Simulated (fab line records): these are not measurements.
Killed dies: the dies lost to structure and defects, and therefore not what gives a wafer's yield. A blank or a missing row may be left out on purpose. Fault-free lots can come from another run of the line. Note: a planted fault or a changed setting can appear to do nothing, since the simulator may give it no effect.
Chamber matching | flow n5_finfet | N5_BEOL_M4_ETCH_74 on rie_diel-02: 4 sister chambers
The step etches underlayer in N2/H2, target depth 6.5 nm, time 5.2 s. 4 wafers are shown with their chamber, then 9 later ones without.

## EACH WAFER AND ITS CHAMBER
wafer  | chamber | showerhead_plenum_p_Torr (Torr)
L075.1 | 1       | 2.52
L082.4 | 0       | 2.70
L087.4 | 2       | 2.47
L087.5 | 3       | 2.42

## WAFERS WITHOUT THEIR CHAMBER
wafer  | showerhead_plenum_p_Torr (Torr)
L092.1 | 2.69
L092.3 | 2.47
L092.6 | 2.47
L095.1 | 2.51
L095.2 | 2.47
L095.3 | 2.41
L095.4 | 2.69
L095.5 | 2.41
L095.6 | 2.69

## WHICH CHAMBER EACH WENT THROUGH
wafer  | from the rows above | in truth
L092.1 | 0                   | 0
L092.3 | 2                   | 2
L092.6 | 2                   | 2
L095.1 | 1                   | 1
L095.2 | 2                   | 2
L095.3 | 3                   | 3
L095.4 | 0                   | 0
L095.5 | 3                   | 3
L095.6 | 0                   | 0
Placed correctly: 9 of 9. From these rows, 0 cannot be placed. Placed wrongly: 0.
How it was worked out, from the rows above alone: a wafer's distance from a chamber is the root of the sum, over the readings, of the square of ((its reading less the chamber's mean) divided by the reading's scatter). If the next closest chamber is less than 2 further off than the closest, the wafer can't be placed; otherwise it belongs to the closest. The mean given for a chamber averages the wafers shown for that chamber. The scatter: with one shown wafer a chamber, the root of the mean of the squares of how far each hidden wafer lies from its nearest shown one.
